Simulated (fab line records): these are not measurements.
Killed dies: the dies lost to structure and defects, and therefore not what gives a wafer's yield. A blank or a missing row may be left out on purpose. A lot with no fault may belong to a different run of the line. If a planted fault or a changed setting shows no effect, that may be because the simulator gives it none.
Matching of chambers :: flow nand-harc :: NHARC_A_BONDPAD_STRIP_15 on rie-diel-03 has 4 sister chambers
The step strips in O2. 4 wafers are shown with their chamber, then 10 later ones without.

EACH WAFER AND ITS CHAMBER
wafer: L080.2
chamber: 3
drypump-motor-current-A (A): 5.62

wafer: L079.5
chamber: 2
drypump-motor-current-A (A): 6.07

wafer: L081.2
chamber: 1
drypump-motor-current-A (A): 5.64

wafer: L081.3
chamber: 0
drypump-motor-current-A (A): 5.37

WAFERS WITH NO CHAMBER GIVEN
wafer: L081.5
drypump-motor-current-A (A): 6.01

wafer: L087.2
drypump-motor-current-A (A): 5.66

wafer: L087.5
drypump-motor-current-A (A): 5.65

wafer: L087.6
drypump-motor-current-A (A): 6.03

wafer: L092.1
drypump-motor-current-A (A): 5.65

wafer: L092.5
drypump-motor-current-A (A): 5.62

wafer: L092.6
drypump-motor-current-A (A): 6.03

wafer: L097.1
drypump-motor-current-A (A): 5.65

wafer: L097.5
drypump-motor-current-A (A): 5.67

wafer: L097.6
drypump-motor-current-A (A): 6.05

THE CHAMBER EACH PASSED THROUGH
wafer: L081.5
from the rows above: 2
in truth: 2

wafer: L087.2
from the rows above: can't be placed: 1 or 3
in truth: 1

wafer: L087.5
from the rows above: can't be placed: 1 or 3
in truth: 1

wafer: L087.6
from the rows above: 2
in truth: 2

wafer: L092.1
from the rows above: can't be placed: 1 or 3
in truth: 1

wafer: L092.5
from the rows above: can't be placed: 3 or 1
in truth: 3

wafer: L092.6
from the rows above: 2
in truth: 2

wafer: L097.1
from the rows above: can't be placed: 1 or 3
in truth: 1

wafer: L097.5
from the rows above: can't be placed: 1 or 3
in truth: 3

wafer: L097.6
from the rows above: 2
in truth: 2
4 of 10 placed correctly. Cannot be placed on the basis of these rows: 6; the candidates contain the true chamber in 6. Wrongly placed: 0.
How it was worked out, from the rows above alone: a wafer's distance from a chamber is the root of the sum, over the readings, of the square of ((its reading less the chamber's mean) divided by the reading's scatter). The wafer belongs to the nearest chamber; if the next one is less than 2 further off, it can't be placed. The mean given for a chamber averages the wafers shown for that chamber. The scatter: with one shown wafer a chamber, the root of the mean of the squares of how far each hidden wafer lies from its nearest shown one.
